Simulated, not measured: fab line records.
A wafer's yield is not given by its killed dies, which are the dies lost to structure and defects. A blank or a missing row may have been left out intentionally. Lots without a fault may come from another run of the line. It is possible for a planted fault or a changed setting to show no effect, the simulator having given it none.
Matching of chambers	flow n5Finfet	N5_BEOL_M0_SAQP_MANDREL1_REMOVE_100 on rieSi-04 has 4 sister chambers
The step chemistry HBr/Cl2/O2, target a-Si, stops on SiNx, bt time 10 s. 18 wafers are shown with their chamber, then 9 later ones without.

EACH WAFER AND ITS CHAMBER
wafer	chamber	drypumpMotorCurrentA (A)	oesProductAu (a.u.)	O2_flow_sccm (sccm)
L078.2	3	6.4	1.006	5.007
L078.4	1	6.0	1.014	5.025
L078.5	1	6.0	1.013	4.989
L083.1	0	6.0	1.026	5.011
L083.5	0	6.1	1.022	5.006
L083.6	3	6.4	1.014	5.008
L084.1	1	6.0	1.022	4.995
L084.3	0	6.1	1.023	4.981
L084.6	2	5.4	0.976	4.987
L085.1	1	6.0	1.002	5.007
L085.2	3	6.5	1.016	5.018
L085.6	2	5.4	0.983	5.020
L086.3	1	6.0	1.008	5.007
L086.4	3	6.5	1.022	4.996
L086.5	0	6.0	1.022	5.004
L089.1	3	6.5	1.016	5.013
L089.3	1	6.0	1.018	4.988
L089.4	0	6.0	1.024	5.013

SIGNATURES (averages over the wafers above)
reading	chamber 0	chamber 1	chamber 2	chamber 3	scatter within a chamber
drypumpMotorCurrentA	6.040	6.000	5.400	6.460	0.0414
oesProductAu	1.02340	1.01283	0.97950	1.01480	0.00549
O2_flow_sccm	5.00300	5.00183	5.00350	5.00840	0.0133
Rule: for a wafer and a chamber, the distance is found by dividing, reading by reading, the gap between the wafer's reading and the chamber's mean by the reading's scatter, squaring, summing and taking the root. The wafer belongs to the nearest chamber; if the next one is less than 2 further off, it can't be placed. The scatter: take each reading less its chamber's mean, square it, sum over the shown wafers, divide by the number of wafers less the number of chambers, and take the root.

WAFERS WITH NO CHAMBER GIVEN
wafer	drypumpMotorCurrentA (A)	oesProductAu (a.u.)	O2_flow_sccm (sccm)
L090.2	6.0	1.006	5.000
L090.3	6.4	1.013	4.993
L090.4	6.1	1.026	5.024
L094.1	5.4	0.979	4.992
L094.5	6.5	1.010	4.992
L094.6	6.1	1.023	5.007
L096.1	6.1	1.033	5.010
L096.3	6.4	1.015	5.008
L096.5	6.1	1.020	5.002

WHICH CHAMBER EACH ONE RAN IN
wafer	from the rows above	in truth
L090.2	1	1
L090.3	3	3
L090.4	can't be placed: 0 or 1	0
L094.1	2	2
L094.5	3	3
L094.6	can't be placed: 0 or 1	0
L096.1	0	0
L096.3	3	3
L096.5	can't be placed: 0 or 1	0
Correctly placed: 6 of 9. These rows do not allow placing 3 (true chamber among the candidates in 3). Number placed wrongly: 0.
